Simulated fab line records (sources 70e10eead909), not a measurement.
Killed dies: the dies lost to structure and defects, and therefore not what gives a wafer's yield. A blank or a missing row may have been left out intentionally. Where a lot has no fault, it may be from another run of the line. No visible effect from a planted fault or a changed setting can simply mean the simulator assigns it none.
Which tool is to blame? + flow nandHarc + 14 lots with 41 wafers sampled at 6 steps, on a route of 1302 steps

== WHAT THE GAUGES READ, wafer by wafer ==
NHARC_A_CHANNEL_FILL_D1_INSPECT_13. Usual: rawDefectCount reads 342 (standard deviation 130).
| lot  | measured     | on               | rawDefectCount | flag |
|------|--------------|------------------|----------------|------|
| L714 | day 10 21:11 | defectInspect-02 | 163 334 352    |      |
| L713 | day 11 12:11 | defectInspect-02 | 476 274 368    |      |
| L717 | day 12 15:00 | defectInspect-01 | 374 464 237    |      |
| L722 | day 14 22:32 | defectInspect-01 | 233 306        |      |
| L724 | day 15 18:23 | defectInspect-01 | 255 226 286    |      |
| L726 | day 15 18:23 | defectInspect-02 | 414 479 323    |      |
| L725 | day 15 18:25 | defectInspect-01 | 226 383 357    |      |
| L727 | day 16 22:23 | defectInspect-02 | 372 307 583    |      |
| L729 | day 17 18:32 | defectInspect-01 | 282 210 175    |      |
| L732 | day 19 01:41 | defectInspect-02 | 546 622 504    |      |
| L733 | day 19 08:38 | defectInspect-01 | 412 399 551    |      |
| L734 | day 19 16:11 | defectInspect-01 | 408 344 325    |      |
| L735 | day 19 23:03 | defectInspect-02 | 248 292 229    |      |
| L736 | day 20 18:46 | defectInspect-02 | 711 743 554    |      |

NHARC_A_DECK1_JOINT_THK_MEAS_17: measures by ellipsometry. Usual: thkNm reads 45.2 nm (standard deviation 1.2).
| lot  | measured     | on           | thkNm (nm)     | flag |
|------|--------------|--------------|----------------|------|
| L714 | day 12 06:04 | filmMetro-01 | 44.0 45.0 47.1 |      |
| L713 | day 13 01:23 | filmMetro-02 | 44.2 45.6 45.9 |      |
| L717 | day 14 02:38 | filmMetro-02 | 45.3 45.9 46.1 |      |
| L722 | day 16 12:37 | filmMetro-02 | 28.7 46.2      | OFF  |
| L724 | day 17 07:46 | filmMetro-01 | 42.7 26.7 44.2 | OFF  |
| L726 | day 17 07:46 | filmMetro-02 | 44.0 45.4 45.6 |      |
| L725 | day 17 07:45 | filmMetro-01 | 44.0 45.8 46.1 |      |
| L727 | day 18 12:02 | filmMetro-02 | 46.2 46.2 44.8 |      |
| L729 | day 19 17:09 | filmMetro-02 | 43.9 46.2 45.8 |      |
| L732 | day 20 11:15 | filmMetro-02 | 47.0 44.1 46.9 |      |
| L733 | day 20 19:10 | filmMetro-01 | 47.1 44.0 42.8 |      |
| L734 | day 21 00:42 | filmMetro-02 | 45.9 44.2 47.7 |      |
| L735 | day 21 16:45 | filmMetro-02 | 46.3 44.9 43.0 |      |
| L736 | day 22 05:35 | filmMetro-02 | 43.3 45.9 44.6 |      |

NHARC_A_ONON_D2_THK_MEAS_08: measures by ellipsometry. Usual: thkNm reads 999 nm (standard deviation 7.7).
| lot  | measured     | on           | thkNm (nm)     | flag |
|------|--------------|--------------|----------------|------|
| L714 | day 12 07:50 | filmMetro-01 | 1001 1002 1000 |      |
| L713 | day 13 03:08 | filmMetro-02 | 1005 1005 1008 |      |
| L717 | day 14 04:22 | filmMetro-02 | 991 990 989    |      |
| L722 | day 16 14:22 | filmMetro-01 | 992 993        |      |
| L724 | day 17 09:38 | filmMetro-01 | 1003 1003 1002 |      |
| L726 | day 17 09:31 | filmMetro-02 | 995 996 997    |      |
| L725 | day 17 09:30 | filmMetro-01 | 995 995 994    |      |
| L727 | day 18 13:47 | filmMetro-02 | 987 986 987    |      |
| L729 | day 19 19:11 | filmMetro-02 | 1005 1004 1005 |      |
| L732 | day 20 12:59 | filmMetro-02 | 985 987 987    |      |
| L733 | day 20 20:54 | filmMetro-02 | 1008 1008 1009 |      |
| L734 | day 21 02:26 | filmMetro-02 | 1004 1005 1003 |      |
| L735 | day 21 18:29 | filmMetro-01 | 995 996 996    |      |
| L736 | day 22 07:20 | filmMetro-02 | 986 988 989    |      |

NHARC_A_ONON_D2_THK_MEAS_21: measures by ellipsometry. Usual: thkNm reads 999 nm (standard deviation 10).
| lot  | measured     | on           | thkNm (nm)     | flag |
|------|--------------|--------------|----------------|------|
| L714 | day 12 16:54 | filmMetro-02 | 995 996 994    |      |
| L713 | day 13 12:52 | filmMetro-02 | 1001 999 1000  |      |
| L717 | day 14 16:44 | filmMetro-02 | 977 978 978    |      |
| L722 | day 16 23:22 | filmMetro-01 | 1008 1008      |      |
| L724 | day 17 19:13 | filmMetro-02 | 998 999 998    |      |
| L726 | day 17 19:30 | filmMetro-02 | 1004 1004 1004 |      |
| L725 | day 17 19:13 | filmMetro-01 | 986 985 986    |      |
| L727 | day 18 22:53 | filmMetro-02 | 998 998 998    |      |
| L729 | day 20 04:57 | filmMetro-02 | 992 992 992    |      |
| L732 | day 20 22:28 | filmMetro-02 | 1002 1002 1001 |      |
| L733 | day 21 07:20 | filmMetro-02 | 1006 1004 1005 |      |
| L734 | day 21 15:05 | filmMetro-02 | 1030 1030 1029 | OFF  |
| L735 | day 22 03:33 | filmMetro-01 | 1006 1004 1005 |      |
| L736 | day 22 16:08 | filmMetro-02 | 995 993 997    |      |

NHARC_END_SORT_01. Usual: killedAtArray 53, standard deviation 18; killedAtOther 0.9, standard deviation 1.3; killedAtPeriphery 4, standard deviation 3.1; killedDies 58, standard deviation 18; killedOpen 3.4, standard deviation 2; killedShort 2.5, standard deviation 1.8.
| lot  | measured     | on        | killedAtArray | killedAtOther | killedAtPeriphery | killedDies | killedOpen | killedShort | flag |
|------|--------------|-----------|---------------|---------------|-------------------|------------|------------|-------------|------|
| L714 | day 24 05:56 | prober-01 | 39 58 61      | 0 0 1         | 6 8 6             | 45 66 68   | 4 6 4      | 4 1 8       |      |
| L713 | day 25 00:17 | prober-02 | 58 65 55      | 3 4 2         | 3 0 4             | 64 69 61   | 6 5 2      | 6 8 4       |      |
| L717 | day 25 18:31 | prober-02 | 32 48 53      | 1 0 0         | 1 0 7             | 34 48 60   | 3 0 7      | 3 3 2       |      |
| L724 | day 29 17:30 | prober-01 | 42 60 56      | 0 0 0         | 2 2 3             | 44 62 59   | 2 6 7      | 2 3 2       |      |
| L726 | day 29 17:29 | prober-02 | 30 49 46      | 0 1 0         | 1 1 1             | 31 51 47   | 5 1 4      | 2 1 0       |      |
| L725 | day 29 11:12 | prober-02 | 32 32 35      | 0 0 0         | 3 1 3             | 35 33 38   | 2 0 5      | 2 0 2       |      |
| L727 | day 30 02:55 | prober-01 | 52 34 29      | 0 1 0         | 7 10 10           | 59 45 39   | 5 4 4      | 5 5 2       |      |
| L729 | day 31 19:02 | prober-01 | 73 58 89      | 1 1 0         | 6 5 0             | 80 64 89   | 5 7 5      | 4 0 6       |      |
| L732 | day 32 17:50 | prober-01 | 71 66 62      | 0 0 1         | 12 8 6            | 83 74 69   | 4 3 3      | 3 3 2       |      |
| L733 | day 33 04:17 | prober-01 | 71 57 51      | 0 0 0         | 3 5 9             | 74 62 60   | 4 3 2      | 2 5 3       |      |
| L734 | day 33 04:16 | prober-02 | 72 64 68      | 4 1 1         | 1 0 1             | 77 65 70   | 4 1 1      | 1 0 0       |      |
| L735 | day 33 11:11 | prober-02 | 50 63 68      | 0 0 0         | 2 2 3             | 52 65 71   | 1 5 3      | 1 2 1       |      |
| L736 | day 34 02:04 | prober-01 | 67 56 46      | 1 1 1         | 1 6 4             | 69 63 51   | 2 4 4      | 2 2 2       |      |

== TOOL THAT RAN EACH LOT (tool first, then ch and the chambers of the sampled wafers, then the start) ==
| lot  | NHARC_A_DECK1_JOINT_DEP_16      |
|------|---------------------------------|
| L714 | pecvd-01 ch 0,1,2, day 12 05:47 |
| L713 | pecvd-04 ch 0,1,2, day 13 01:08 |
| L717 | pecvd-04 ch 0,1, day 14 02:24   |
| L722 | pecvd-01 ch 0,2, day 16 12:20   |
| L724 | pecvd-01 ch 0,2, day 17 07:29   |
| L726 | pecvd-04 ch 0,1,2, day 17 07:31 |
| L725 | pecvd-02 ch 0,1,2, day 17 07:32 |
| L727 | pecvd-04 ch 0,1,2, day 18 11:49 |
| L729 | pecvd-02 ch 1,2, day 19 16:52   |
| L732 | pecvd-01 ch 0,1,2, day 20 10:59 |
| L733 | pecvd-02 ch 0,2, day 20 18:55   |
| L734 | pecvd-01 ch 0,1,2, day 21 00:25 |
| L735 | pecvd-04 ch 0,1,2, day 21 16:28 |
| L736 | pecvd-02 ch 2, day 22 04:58     |
- NHARC_A_DECK1_JOINT_DEP_16: deposits SiO2, target thk 45 nm.

== AS READ BY THE TOOLS THEMSELVES (means over the sampled wafers that have a number; for cases with no such wafer, the mark the record gives instead) ==
NHARC_A_DECK1_JOINT_DEP_16. Usual: heaterPowerOuterW 315 W, standard deviation 95; heaterPowerW 583 W, standard deviation 120; throttleValvePct 15.6 %, standard deviation 0.34.
| lot  | tool     | heaterPowerOuterW (W) | heaterPowerW (W) | throttleValvePct (%) | flag |
|------|----------|-----------------------|------------------|----------------------|------|
| L714 | pecvd-01 | 270                   | 520              | 15.6                 |      |
| L713 | pecvd-04 | 368                   | 668              | 15.6                 |      |
| L717 | pecvd-04 | 438                   | 746              | 15.6                 |      |
| L722 | pecvd-01 | 271                   | 506              | 15.6                 |      |
| L724 | pecvd-01 | 326                   | 545              | 15.8                 |      |
| L726 | pecvd-04 | 349                   | 636              | 15.7                 |      |
| L725 | pecvd-02 | 314                   | 593              | 15.7                 |      |
| L727 | pecvd-04 | 383                   | 690              | 15.5                 |      |
| L729 | pecvd-02 | 262                   | 534              | 15.3                 |      |
| L732 | pecvd-01 | 311                   | 572              | 15.7                 |      |
| L733 | pecvd-02 | 246                   | 467              | 15.6                 |      |
| L734 | pecvd-01 | 291                   | 537              | 15.9                 |      |
| L735 | pecvd-04 | 387                   | 678              | 15.2                 |      |
| L736 | pecvd-02 | 162                   | 399              | 14.9                 |      |

== THE ANSWER, worked out from the rows above alone ==
Rule: lot off if the mean of its wafers having a number is beyond 3 standard deviations from the usual mean. Also off: a lot with no number at a reading for which 4 or more lots have one. Any other lot the step has rows for is counted as sound. After the gauges, taken in route order, come the tools' own readings; for these a lot's mean is taken, as printed above. The first step at which some lot is off is used, and at that step the reading that is off furthest; a lot without a number counts as furthest.
Off at NHARC_A_DECK1_JOINT_THK_MEAS_17 (thkNm): L722, L724.
A tool fits if, at a process step before that reading, it ran every lot that is off, and no sound lot after the first of them. Gauges at NHARC_A_DECK1_JOINT_THK_MEAS_17: tried the same way as those tools. No candidate that was tried fits.

== WHAT THE SIMULATOR HAD PUT IN ==
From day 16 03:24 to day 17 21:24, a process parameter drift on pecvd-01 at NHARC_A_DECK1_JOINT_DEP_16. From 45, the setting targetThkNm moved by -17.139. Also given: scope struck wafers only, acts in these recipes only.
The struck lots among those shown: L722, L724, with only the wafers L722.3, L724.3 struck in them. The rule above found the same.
